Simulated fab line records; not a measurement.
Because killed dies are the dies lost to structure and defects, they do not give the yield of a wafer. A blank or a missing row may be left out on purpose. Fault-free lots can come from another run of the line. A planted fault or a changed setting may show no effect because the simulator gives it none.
Matching of chambers / flow nand_harc / NHARC_A_CONTACT_ETCH_90 on rie_diel-10: 4 sister chambers
The step etches the open film in CH3F/O2, target depth 40 nm, time 85.7 s. 18 wafers are shown with their chamber, then 8 later ones without.

WAFERS WITH THEIR CHAMBER
wafer=L620.1; chamber=0; showerhead_plenum_p_Torr (Torr)=2.60; drypump_motor_current_A (A)=6.1; rf_vpp_V (V)=247.3
wafer=L620.5; chamber=0; showerhead_plenum_p_Torr (Torr)=2.60; drypump_motor_current_A (A)=6.1; rf_vpp_V (V)=246.3
wafer=L620.6; chamber=3; showerhead_plenum_p_Torr (Torr)=2.33; drypump_motor_current_A (A)=6.6; rf_vpp_V (V)=242.5
wafer=L621.1; chamber=2; showerhead_plenum_p_Torr (Torr)=2.32; drypump_motor_current_A (A)=6.5; rf_vpp_V (V)=243.4
wafer=L621.5; chamber=3; showerhead_plenum_p_Torr (Torr)=2.33; drypump_motor_current_A (A)=6.6; rf_vpp_V (V)=241.8
wafer=L621.6; chamber=0; showerhead_plenum_p_Torr (Torr)=2.60; drypump_motor_current_A (A)=6.1; rf_vpp_V (V)=246.6
wafer=L630.2; chamber=0; showerhead_plenum_p_Torr (Torr)=2.59; drypump_motor_current_A (A)=6.1; rf_vpp_V (V)=245.6
wafer=L630.3; chamber=1; showerhead_plenum_p_Torr (Torr)=2.51; drypump_motor_current_A (A)=6.1; rf_vpp_V (V)=244.9
wafer=L630.6; chamber=1; showerhead_plenum_p_Torr (Torr)=2.51; drypump_motor_current_A (A)=6.0; rf_vpp_V (V)=244.9
wafer=L632.3; chamber=3; showerhead_plenum_p_Torr (Torr)=2.33; drypump_motor_current_A (A)=6.5; rf_vpp_V (V)=243.6
wafer=L632.5; chamber=0; showerhead_plenum_p_Torr (Torr)=2.59; drypump_motor_current_A (A)=6.1; rf_vpp_V (V)=244.6
wafer=L632.6; chamber=1; showerhead_plenum_p_Torr (Torr)=2.51; drypump_motor_current_A (A)=6.0; rf_vpp_V (V)=245.8
wafer=L631.3; chamber=1; showerhead_plenum_p_Torr (Torr)=2.51; drypump_motor_current_A (A)=6.0; rf_vpp_V (V)=244.9
wafer=L631.5; chamber=0; showerhead_plenum_p_Torr (Torr)=2.59; drypump_motor_current_A (A)=6.1; rf_vpp_V (V)=245.1
wafer=L641.1; chamber=1; showerhead_plenum_p_Torr (Torr)=2.51; drypump_motor_current_A (A)=6.1; rf_vpp_V (V)=243.5
wafer=L641.2; chamber=0; showerhead_plenum_p_Torr (Torr)=2.58; drypump_motor_current_A (A)=6.1; rf_vpp_V (V)=244.6
wafer=L641.4; chamber=2; showerhead_plenum_p_Torr (Torr)=2.31; drypump_motor_current_A (A)=6.5; rf_vpp_V (V)=243.3
wafer=L640.4; chamber=2; showerhead_plenum_p_Torr (Torr)=2.30; drypump_motor_current_A (A)=6.5; rf_vpp_V (V)=243.0

SIGNATURES, as means of the wafers listed above
reading=showerhead_plenum_p_Torr; chamber 0=2.5929; chamber 1=2.5100; chamber 2=2.3100; chamber 3=2.3300; scatter within a chamber=0.00623
reading=drypump_motor_current_A; chamber 0=6.100; chamber 1=6.040; chamber 2=6.500; chamber 3=6.567; scatter within a chamber=0.0365
reading=rf_vpp_V; chamber 0=245.729; chamber 1=244.800; chamber 2=243.233; chamber 3=242.633; scatter within a chamber=0.885
Rule: for a wafer and a chamber, the distance is found by dividing, reading by reading, the gap between the wafer's reading and the chamber's mean by the reading's scatter, squaring, summing and taking the root. If the next closest chamber is less than 2 further off than the closest, the wafer can't be placed; otherwise it belongs to the closest. How the scatter is found: for the shown wafers, subtract from each reading the mean of its chamber, square and add these, divide the total by (wafers less chambers), then take the root.

WAFERS WITH NO CHAMBER GIVEN
wafer=L640.5; showerhead_plenum_p_Torr (Torr)=2.58; drypump_motor_current_A (A)=6.1; rf_vpp_V (V)=246.9
wafer=L640.6; showerhead_plenum_p_Torr (Torr)=2.32; drypump_motor_current_A (A)=6.6; rf_vpp_V (V)=242.0
wafer=L642.3; showerhead_plenum_p_Torr (Torr)=2.30; drypump_motor_current_A (A)=6.5; rf_vpp_V (V)=242.0
wafer=L642.4; showerhead_plenum_p_Torr (Torr)=2.32; drypump_motor_current_A (A)=6.6; rf_vpp_V (V)=242.9
wafer=L642.5; showerhead_plenum_p_Torr (Torr)=2.32; drypump_motor_current_A (A)=6.6; rf_vpp_V (V)=243.8
wafer=L643.4; showerhead_plenum_p_Torr (Torr)=2.51; drypump_motor_current_A (A)=6.0; rf_vpp_V (V)=241.5
wafer=L643.5; showerhead_plenum_p_Torr (Torr)=2.32; drypump_motor_current_A (A)=6.6; rf_vpp_V (V)=241.8
wafer=L643.6; showerhead_plenum_p_Torr (Torr)=2.30; drypump_motor_current_A (A)=6.5; rf_vpp_V (V)=242.4

WHICH CHAMBER EACH WENT THROUGH
wafer=L640.5; from the rows above=0; in truth=0
wafer=L640.6; from the rows above=can't be placed: 3 or 2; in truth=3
wafer=L642.3; from the rows above=2; in truth=2
wafer=L642.4; from the rows above=can't be placed: 3 or 2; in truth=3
wafer=L642.5; from the rows above=can't be placed: 3 or 2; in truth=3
wafer=L643.4; from the rows above=1; in truth=1
wafer=L643.5; from the rows above=can't be placed: 3 or 2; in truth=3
wafer=L643.6; from the rows above=2; in truth=2
Placed correctly: 4 of 8. These rows do not allow placing 4 (true chamber among the candidates in 4). 0 placed wrongly.
